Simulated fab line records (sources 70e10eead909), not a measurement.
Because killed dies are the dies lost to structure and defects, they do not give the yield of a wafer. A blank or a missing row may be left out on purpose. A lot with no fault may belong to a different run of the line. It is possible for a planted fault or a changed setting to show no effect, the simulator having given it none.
A lot that was struck, set against a sound lot | flow nandHarc | 18 steps out of a route of 1302
Sound: these wafers, L680.3, L680.5, L680.6. The struck wafers were L682.1, L682.3, L682.6. The cause comes at the end.
Per side, at each step with rows, come the tool, then ch with its chambers, and then its first start. Under that, the readings that differ: sound wafers | struck wafers | difference of the means | sigmas: that difference in standard deviations of wafers without a fault.
alike: readings whose means differ by less than 2 such deviations, and words and numbers that are the same on both sides. not compared: withheld readings, readings that some wafer has no value for, bounds like >300 that may hide the same value, and numbers for which the record gives no deviation and whose values overlap.
Wherever a step has rows on one side only, a row that says differs or no value, or a row with sigmas, the two part there. Non-overlapping numbers with no deviation appear without sigmas and do not part them. Lack of a reading on every wafer of one side parts them only where that side has two or more wafers.

NHARC_P_M1_INSPECT_11:
  struck on defectInspect-02, day 8 17:20; sound on defectInspect-02, day 7 18:02
  alike: rawDefectCount
NHARC_P_M1_DESCUM_14: chemistry O2, time 3 s.
  sound on rieDiel-03 ch 0,1,3, day 7 18:07; struck on rieDiel-03 ch 0,1,3, day 8 17:25
  alike: drypumpMotorCurrentA, oesProductAu, rfVppV, showerheadPlenumPTorr, throttleValvePct
  not compared: rfHoursCounterH
then, 1 step without rows for these wafers: NHARC_P_M1_ETCH_35 (etches the open film in N2/H2, target depth 40 nm, overetch 12 nm, time 43.94 s).
NHARC_P_M1_ETCH_15: etches the open film in C4F8/Ar, target depth 182.5 nm, time 91.2 s.
  sound on rieDiel-03 ch 0,1,2; struck on rieDiel-03 ch 0,3
reading             | sound             | struck            | difference | sigmas
oesProductAu (a.u.) | 0.917 0.922 0.928 | 0.973 0.967 0.970 | +0.048     | +2
  alike: rfVppV
  not compared: rfHoursCounterH
NHARC_P_M1_CD_MEAS_16:
  struck on cdSem-02, day 8 17:45; sound on cdSem-01, day 7 18:51
  alike: cdNm
then, 1 step without rows for these wafers: NHARC_P_M1_STRIP_18 (strips in N2/H2).
NHARC_P_M1_ETCH_28: etches the open film in CF4/N2, target depth 30 nm, time 72.99 s.
  sound on rieDiel-03 ch 0,2,3; struck on rieDiel-11 ch 0,1,2
  alike: drypumpMotorCurrentA, oesProductAu, rfVppV, showerheadPlenumPTorr, throttleValvePct
  not compared: rfHoursCounterH
then, 1 step without rows for these wafers: NHARC_P_M1_STRIP_19 (strips in post etch residue remover, time 600 s).
NHARC_P_M1_DEGAS_29: time 60 s.
  struck on pvdSputter-03, day 8 18:28; sound on pvdSputter-03, day 7 19:34
  alike: heaterPowerW
NHARC_P_M1_PRE_CLEAN_30: time 30 s.
  sound on pvdSputter-03; struck on pvdSputter-03
  alike: heaterPowerW
then, 2 steps without rows for these wafers: NHARC_P_M1_PVD_20 (deposits TaN, target thk 5 nm, time 8.06 s); NHARC_P_M1_PVD_21 (deposits Cu, target thk 30 nm, time 20.49 s).
NHARC_P_M1_ECD_22: material Cu, target thk 400 nm.
  sound on ecdCu-02 ch 0,1, day 7 20:04; struck on ecdCu-02 ch 1, day 8 18:50
  no value came back on the struck wafers for bathHeatDutyPct (%), bathTempC (C); on the sound wafers bathHeatDutyPct (%) reads 6.1 6.0 6.8
then, 1 step without rows for these wafers: NHARC_P_M1_ANNEAL_31 (time 90 s).
NHARC_P_M1_CMP_23: polishes, t overpolish 20 s, target thk 157.82 nm.
  sound on cmp-02 ch 0,1,2, day 7 20:43; struck on cmp-03 ch 1,3, day 8 19:33
reading             | sound    | struck | difference | sigmas
timeToEndpointS (s) | 24 33 28 | 1 1 2  | -27        | -7
  alike: motorCurrentA, slurryFlowMlMin
NHARC_P_M1_THK_MEAS_24: measures by xrf.
  struck on filmMetro-02, day 8 19:52; sound on filmMetro-01, day 7 20:56
reading    | sound             | struck         | difference | sigmas
thkNm (nm) | 156.1 159.4 159.7 | 29.3 31.6 30.0 | -128.1     | -75
next, for these wafers, 1 step has no rows: NHARC_P_M1_SRD_25.
-- record jumps: 18 days between struck wafers' starts before vs after; left off in module P_M1, resumes in module END, first step shown is number 1302 of the route --
NHARC_END_SORT_01:
  only the struck wafers appear in the record here, on prober-01 ch 0 at day 26 16:25; the sound ones have no rows

== WHERE THEY PART ==
At NHARC_P_M1_ETCH_15 first; at NHARC_END_SORT_01 last (within this record only).

WHY: what had been put in by the simulator
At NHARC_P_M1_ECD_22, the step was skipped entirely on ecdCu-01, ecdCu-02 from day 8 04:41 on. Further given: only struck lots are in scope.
